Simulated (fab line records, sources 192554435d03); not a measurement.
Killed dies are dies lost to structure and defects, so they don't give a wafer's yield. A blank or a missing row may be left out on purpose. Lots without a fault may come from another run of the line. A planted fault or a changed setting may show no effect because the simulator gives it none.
Which tool did it? | flow n5_finfet | 10 lots, 29 wafers sampled, at 5 steps of a route of 1938

WHAT THE GAUGES READ, wafer by wafer
N5_BEOL_M4_RC_MEAS_101. Usual: DIBL_N 37.1 mV/V, standard deviation 2.4; DIBL_P 37 mV/V, standard deviation 3; IOFF_N 0.18 nA/um, standard deviation 0.053; IOFF_P 0.21 nA/um, standard deviation 0.05; ION_N 674 uA/um, standard deviation 14; ION_P 459 uA/um, standard deviation 9.2; SS_N 72.1 mV/dec, standard deviation 0.9; SS_P 73.4 mV/dec, standard deviation 0.89; VT_N 250 mV, standard deviation 3.8; VT_P -251 mV, standard deviation 3.7.
lot  | measured     | on        | DIBL_N (mV/V)  | DIBL_P (mV/V) | IOFF_N (nA/um) | IOFF_P (nA/um) | ION_N (uA/um) | ION_P (uA/um) | SS_N (mV/dec)  | SS_P (mV/dec)  | VT_N (mV)   | VT_P (mV)      | flag
L772 | day 8 14:59  | prober-01 | 39.5 36.7 34.4 | 40 37 33      | 0.21 0.15 0.13 | 0.29 0.22 0.17 | 680 671 654   | 466 461 450   | 72.7 71.6 71.9 | 74.0 73.3 71.9 | 248 251 255 | -246 -251 -253 |
L775 | day 9 08:38  | prober-01 | 35.0 34.1 36.0 | 34 32 35      | 0.13 0.12 0.14 | 0.16 0.14 0.17 | 664 652 664   | 455 445 453   | 71.5 71.4 71.1 | 73.0 72.2 72.8 | 253 256 255 | -251 -257 -255 |
L776 | day 9 13:41  | prober-02 | 40.3 35.2 36.3 | 37 35 36      | 0.26 0.13 0.14 | 0.19 0.16 0.17 | 659 654 655   | 447 445 441   | 74.5 70.6 71.5 | 73.1 73.0 72.5 | 250 253 252 | -253 -254 -254 |
L777 | day 9 18:23  | prober-01 | 37.7 34.9 36.0 | 40 36 36      | 0.19 0.13 0.16 | 0.22 0.18 0.18 | 671 657 679   | 459 450 457   | 72.5 71.4 72.1 | 74.4 73.3 72.9 | 250 253 250 | -251 -253 -254 |
L779 | day 10 16:02 | prober-01 | 33.4 39.3 36.0 | 31 38 34      | 0.11 0.22 0.14 | 0.15 0.24 0.18 | 663 685 661   | 456 465 443   | 70.8 72.2 71.0 | 72.4 73.3 72.4 | 256 247 254 | -254 -249 -253 |
L781 | day 10 18:53 | prober-02 | 37.4 37.3 38.5 | 35 39 39      | 0.20 0.17 0.20 | 0.18 0.22 0.22 | 679 670 672   | 453 455 449   | 72.4 71.4 73.4 | 73.6 74.0 74.6 | 248 251 250 | -253 -252 -251 |
L782 | day 10 18:41 | prober-01 | 35.6 37.2      | 36 38         | 0.17 0.22      | 0.20 0.23      | 678 698       | 462 465       | 72.4 71.5      | 73.2 74.4      | 250 244     | -251 -250      |
L783 | day 11 14:18 | prober-02 | 36.4 37.8 36.6 | 37 38 38      | 0.18 0.19 0.19 | 0.20 0.22 0.22 | 671 674 692   | 456 453 471   | 72.2 72.7 71.8 | 73.0 74.0 72.8 | 249 250 246 | -252 -253 -251 |
L788 | day 12 18:37 | prober-02 | 32.8 36.2 34.8 | 32 36 32      | 0.11 0.17 0.13 | 0.16 0.23 0.18 | 661 673 665   | 456 466 460   | 70.1 71.6 71.4 | 71.6 73.3 72.0 | 256 248 254 | -254 -248 -251 |
L790 | day 12 21:19 | prober-02 | 38.0 42.6 43.0 | 39 45 45      | 0.19 0.30 0.30 | 0.21 0.31 0.32 | 677 698 693   | 452 471 462   | 71.4 73.4 73.8 | 74.0 75.3 75.1 | 248 245 244 | -249 -246 -247 |

WHICH TOOL RAN EACH LOT (tool, then ch and the chambers of the sampled wafers, then the start)
lot  | N5_GATE_CUT_ETCH_56              | N5_GATE_CUT_ETCHBACK_30          | N5_GATE_CUT_STRIP_42              | N5_GATE_CUT_VAPOR_ETCH_48
L772 | rie_metal-03 ch 0,1, day 4 16:39 | rie_metal-03 ch 0,1, day 4 16:43 | rie_diel-04 ch 0,3, day 4 20:26   | rie_metal-03 ch 0,1, day 4 20:46
L775 | rie_metal-03 ch 0,1, day 5 07:38 | rie_metal-03 ch 0,1, day 5 07:46 | rie_diel-01 ch 1,3, day 5 11:37   | rie_metal-03 ch 0,1, day 5 11:56
L776 | rie_metal-01 ch 0,1, day 5 15:56 | rie_metal-01 ch 0,1, day 5 16:03 | rie_diel-01 ch 1,2,3, day 5 19:58 | rie_metal-01 ch 0,1, day 5 20:22
L777 | rie_metal-02 ch 0,1, day 5 22:20 | rie_metal-02 ch 0,1, day 5 22:25 | rie_diel-03 ch 0,3, day 6 02:08   | rie_metal-03 ch 0, day 6 02:27
L779 | rie_metal-03 ch 0,1, day 6 11:18 | rie_metal-03 ch 0,1, day 6 11:23 | rie_diel-04 ch 0,1,2, day 6 15:05 | rie_metal-01 ch 0,1, day 6 15:25
L781 | rie_metal-03 ch 0,1, day 6 21:37 | rie_metal-03 ch 0,1, day 6 21:42 | rie_diel-01 ch 0,1,2, day 7 01:24 | rie_metal-01 ch 0,1, day 7 01:43
L782 | rie_metal-01 ch 1, day 7 02:53   | rie_metal-01 ch 1, day 7 02:57   | rie_diel-04 ch 0,3, day 7 06:47   | rie_metal-02 ch 0, day 7 07:19
L783 | rie_metal-03 ch 0,1, day 7 07:08 | rie_metal-03 ch 0,1, day 7 07:14 | rie_diel-04 ch 0,1, day 7 11:02   | rie_metal-01 ch 0,1, day 7 11:23
L788 | rie_metal-03 ch 0,1, day 8 21:47 | rie_metal-03 ch 0,1, day 8 21:52 | rie_diel-03 ch 0,2,3, day 9 02:20 | rie_metal-01 ch 0,1, day 9 02:40
L790 | rie_metal-01 ch 0,1, day 9 01:37 | rie_metal-01 ch 0,1, day 9 01:42 | rie_diel-04 ch 0,1,2, day 9 05:28 | rie_metal-02 ch 0,1, day 9 05:47
- N5_GATE_CUT_ETCH_56: etches TiN in Cl2/Ar, target depth 21.6 nm.
- N5_GATE_CUT_ETCHBACK_30: etches TiN in Cl2/Ar, target depth 3 nm.
- N5_GATE_CUT_STRIP_42: strips in O2.
- N5_GATE_CUT_VAPOR_ETCH_48: etches TiN in BCl3/Cl2.

WHAT THE TOOLS THEMSELVES READ (means of the sampled wafers that have a number; where no wafer has one, the mark that the record gives instead)
N5_GATE_CUT_ETCH_56. Usual: drypump_motor_current_A 5.6 A, standard deviation 0.36; oes_ar_750_au 0.78 a.u., standard deviation 0.11; oes_product_au 0.80 a.u., standard deviation 0.1; throttle_valve_pct 20.69 %, standard deviation 0.23.
lot  | tool         | drypump_motor_current_A (A) | oes_ar_750_au (a.u.) | oes_product_au (a.u.) | throttle_valve_pct (%) | flag
L772 | rie_metal-03 | 5.5                         | 0.71                 | 0.73                  | 20.50                  |
L775 | rie_metal-03 | 5.5                         | 0.71                 | 0.73                  | 20.49                  |
L776 | rie_metal-01 | 5.2                         | 0.92                 | 0.93                  | 20.71                  |
L777 | rie_metal-02 | 5.8                         | 0.76                 | 0.77                  | 21.09                  |
L779 | rie_metal-03 | 5.5                         | 0.71                 | 0.73                  | 20.51                  |
L781 | rie_metal-03 | 5.5                         | 0.70                 | 0.73                  | 20.50                  |
L782 | rie_metal-01 | 5.7                         | 0.93                 | 0.92                  | 20.66                  |
L783 | rie_metal-03 | 5.4                         | 0.70                 | 0.72                  | 20.61                  |
L788 | rie_metal-03 | 5.4                         | 0.69                 | 0.71                  | 20.63                  |
L790 | rie_metal-01 | 5.2                         | 0.86                 | 0.88                  | 20.72                  |

N5_GATE_CUT_ETCHBACK_30. Usual: drypump_motor_current_A 5.5 A, standard deviation 0.36; oes_ar_750_au 0.78 a.u., standard deviation 0.11; oes_product_au 0.80 a.u., standard deviation 0.1; throttle_valve_pct 20.69 %, standard deviation 0.23.
lot  | tool         | drypump_motor_current_A (A) | oes_ar_750_au (a.u.) | oes_product_au (a.u.) | throttle_valve_pct (%) | flag
L772 | rie_metal-03 | 5.5                         | 0.72                 | 0.74                  | 20.49                  |
L775 | rie_metal-03 | 5.5                         | 0.71                 | 0.73                  | 20.48                  |
L776 | rie_metal-01 | 5.2                         | 0.92                 | 0.94                  | 20.72                  |
L777 | rie_metal-02 | 5.9                         | 0.76                 | 0.78                  | 21.08                  |
L779 | rie_metal-03 | 5.5                         | 0.70                 | 0.73                  | 20.50                  |
L781 | rie_metal-03 | 5.5                         | 0.70                 | 0.72                  | 20.50                  |
L782 | rie_metal-01 | 5.7                         | 0.93                 | 0.92                  | 20.66                  |
L783 | rie_metal-03 | 5.4                         | 0.70                 | 0.72                  | 20.62                  |
L788 | rie_metal-03 | 5.4                         | 0.69                 | 0.71                  | 20.61                  |
L790 | rie_metal-01 | 5.2                         | 0.86                 | 0.88                  | 20.73                  |

N5_GATE_CUT_STRIP_42. Usual: chamber_pressure_mTorr 30.001 mTorr, standard deviation 0.026; drypump_motor_current_A 5.7 A, standard deviation 0.32; oes_product_au 0.80 a.u., standard deviation 0.066; rf_vpp_V 3.6 V, standard deviation 0.5; showerhead_plenum_p_Torr 2.10 Torr, standard deviation 0.067; throttle_valve_pct 16.66 %, standard deviation 0.21.
lot  | tool        | chamber_pressure_mTorr (mTorr) | drypump_motor_current_A (A) | oes_product_au (a.u.) | rf_vpp_V (V) | showerhead_plenum_p_Torr (Torr) | throttle_valve_pct (%) | flag
L772 | rie_diel-04 | 30.010                         | 5.2                         | 0.81                  | 3.5          | 2.12                            | 16.41                  |
L775 | rie_diel-01 | 29.979                         | 5.8                         | 0.77                  | 3.8          | 2.01                            | 16.76                  |
L776 | rie_diel-01 | 30.012                         | 6.0                         | 0.76                  | 3.8          | 2.07                            | 16.77                  |
L777 | rie_diel-03 | 30.031                         | 5.8                         | 0.77                  | 3.4          | 2.13                            | 16.78                  |
L779 | rie_diel-04 | 30.015                         | 5.8                         | 0.81                  | 3.7          | 2.07                            | 16.71                  |
L781 | rie_diel-01 | 29.985                         | 6.0                         | 0.77                  | 3.9          | 2.12                            | 16.70                  |
L782 | rie_diel-04 | 29.995                         | 5.3                         | 0.80                  | 3.8          | 2.12                            | 16.53                  |
L783 | rie_diel-04 | 29.997                         | 5.7                         | 0.86                  | 3.5          | 2.10                            | 16.65                  |
L788 | rie_diel-03 | -                              | -                           | -                     | -            | -                               | -                      | OFF
L790 | rie_diel-04 | -                              | -                           | -                     | -            | -                               | -                      | OFF

N5_GATE_CUT_VAPOR_ETCH_48. Usual: drypump_motor_current_A 5.5 A, standard deviation 0.4; oes_product_au 0.83 a.u., standard deviation 0.11.
lot  | tool         | drypump_motor_current_A (A) | oes_product_au (a.u.) | flag
L772 | rie_metal-03 | 5.4                         | 0.73                  |
L775 | rie_metal-03 | 5.5                         | 0.74                  |
L776 | rie_metal-01 | 5.5                         | 0.96                  |
L777 | rie_metal-03 | 5.3                         | 0.70                  |
L779 | rie_metal-01 | 5.2                         | 0.96                  |
L781 | rie_metal-01 | 5.4                         | 0.94                  |
L782 | rie_metal-02 | 5.6                         | 0.84                  |
L783 | rie_metal-01 | 5.2                         | 0.94                  |
L788 | rie_metal-01 | 5.2                         | 0.92                  |
L790 | rie_metal-02 | 5.9                         | 0.87                  |

THE ANSWER, worked out from the rows above alone
Rule: a lot is off if the mean of its wafers that have a number lies more than 3 standard deviations from the usual mean. A lot without any number at a reading at which 4 lots or more have one is off too. The other lots that the step has rows for count as sound. The gauges are gone through in route order, then the tools' own readings, and for those a lot's mean is taken as printed above. The first step at which some lot is off is used, and at that step the reading that is off furthest; a lot without a number counts as furthest.
Off: L788, L790, at N5_GATE_CUT_STRIP_42 (chamber_pressure_mTorr). Without a number there: L788, L790.
A tool fits if, at that step or a process step before it, it ran every lot that is off, and no sound lot after the first of them. None of those tried fits.

WHAT THE SIMULATOR HAD PUT IN
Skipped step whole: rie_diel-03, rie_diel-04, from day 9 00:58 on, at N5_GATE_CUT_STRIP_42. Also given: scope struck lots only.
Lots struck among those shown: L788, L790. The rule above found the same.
